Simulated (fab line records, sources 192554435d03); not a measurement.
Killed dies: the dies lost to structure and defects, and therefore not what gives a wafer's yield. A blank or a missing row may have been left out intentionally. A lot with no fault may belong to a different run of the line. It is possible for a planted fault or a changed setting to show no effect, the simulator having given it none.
Matching of chambers | flow n5 finfet | N5_BEOL_M0_PRE_CLEAN_131 on cvd co-02 has 3 sister chambers
The step time 15 s. 3 wafers are shown with their chamber, then 12 later ones without.

EACH WAFER AND ITS CHAMBER
wafer  | chamber | heater power w (W)
L092.2 | 1       | 85
L092.4 | 0       | 55
L092.6 | 2       | 103

WAFERS WITHOUT THEIR CHAMBER
wafer  | heater power w (W)
L093.1 | 57
L093.5 | 81
L093.6 | 102
L095.1 | 101
L095.2 | 58
L095.4 | 105
L096.1 | 57
L096.3 | 80
L096.5 | 57
L097.1 | 102
L097.4 | 105
L097.5 | 57

THE CHAMBER EACH PASSED THROUGH
wafer  | from the rows above | in truth
L093.1 | 0                   | 0
L093.5 | 1                   | 1
L093.6 | 2                   | 2
L095.1 | 2                   | 2
L095.2 | 0                   | 0
L095.4 | 2                   | 2
L096.1 | 0                   | 0
L096.3 | 1                   | 1
L096.5 | 0                   | 0
L097.1 | 2                   | 2
L097.4 | 2                   | 2
L097.5 | 0                   | 0
12 of 12 placed correctly. Not placeable from these rows: 0. Wrongly placed: 0.
How it was worked out, from the rows above alone: a wafer's distance from a chamber is the root of the sum, over the readings, of the square of ((its reading less the chamber's mean) divided by the reading's scatter). If the next closest chamber is less than 2 further off than the closest, the wafer can't be placed; otherwise it belongs to the closest. The mean given for a chamber averages the wafers shown for that chamber. The scatter: with one shown wafer a chamber, the root of the mean of the squares of how far each hidden wafer lies from its nearest shown one.
